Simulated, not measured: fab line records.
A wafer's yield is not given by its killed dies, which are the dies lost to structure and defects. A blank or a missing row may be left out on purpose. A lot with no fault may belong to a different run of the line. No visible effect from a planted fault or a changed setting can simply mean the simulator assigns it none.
Which tool is to blame? ; flow n5Finfet ; 11 lots, 33 wafers sampled, at 2 steps of a route of 1938

WHAT THE GAUGES READ, wafer by wafer
N5_PASSIVATION_CD_MEAS_10: target cd 3000 nm. Usual: 3001 nm for cdNm, sd 3.9.
lot;measured;on;cdNm (nm);flag
L255;day 11 17:25;cdSem-01;2994 2994 3001;
L257;day 12 05:03;cdSem-02;2997 2996 2998;
L259;day 12 20:56;cdSem-03;2999 3005 3003;
L258;day 13 01:12;cdSem-02;3003 2997 2994;
L261;day 14 00:56;cdSem-01;3001 3002 3000;
L264;day 14 06:39;cdSem-02;3001 2995 2999;
L265;day 14 18:02;cdSem-01;3001 3003 3004;
L269;day 15 13:13;cdSem-02;3005 3000 3008;
L268;day 15 16:39;cdSem-03;2999 3000 2998;
L278;day 17 12:56;cdSem-02;3003 3007 3004;
L277;day 17 17:04;cdSem-02;2995 2996 3000;

EACH LOT AND THE TOOL THAT RAN IT (in order: tool; ch and the chambers of the sampled wafers; start)
lot;N5_BEOL_M12_PRECLEAN_39
L255;wetBench-06 ch 4,6,7, day 10 14:23
L257;wetBench-03 ch 0,1,2, day 10 18:46
L259;wetBench-06 ch 0,3,4, day 11 18:12
L258;wetBench-06 ch 5,6,7, day 12 01:49
L261;wetBench-06 ch 2,3,7, day 12 22:40
L264;wetBench-03 ch 2,3,7, day 12 23:03
L265;wetBench-04 ch 1,5,7, day 13 14:49
L269;wetBench-06 ch 3,4,6, day 14 08:32
L268;wetBench-06 ch 1,4,5, day 14 13:43
L278;wetBench-04 ch 2,3,4, day 16 08:40
L277;wetBench-03 ch 0,1,5, day 16 11:37
- N5_BEOL_M12_PRECLEAN_39: cleans in residue remover, time 60 s.

AS READ BY THE TOOLS THEMSELVES (means over the sampled wafers that have a number; for cases with no such wafer, the mark the record gives instead)
The record holds no such reading with a usual standard deviation.

THE ANSWER, worked out from the rows above alone
Rule: a lot counts as off when the mean over its wafers that have a number is more than 3 standard deviations away from the usual mean. Also off: a lot with no number at a reading for which 4 or more lots have one. Any other lot the step has rows for is counted as sound. First the gauges in route order, then the tools' own readings, where a lot's mean is used as printed above. The first step at which some lot is off is used, and at that step the reading that is off furthest; a lot without a number counts as furthest.
None of the lots is off at any reading shown; this tells nothing.

WHAT WAS PUT IN BY THE SIMULATOR
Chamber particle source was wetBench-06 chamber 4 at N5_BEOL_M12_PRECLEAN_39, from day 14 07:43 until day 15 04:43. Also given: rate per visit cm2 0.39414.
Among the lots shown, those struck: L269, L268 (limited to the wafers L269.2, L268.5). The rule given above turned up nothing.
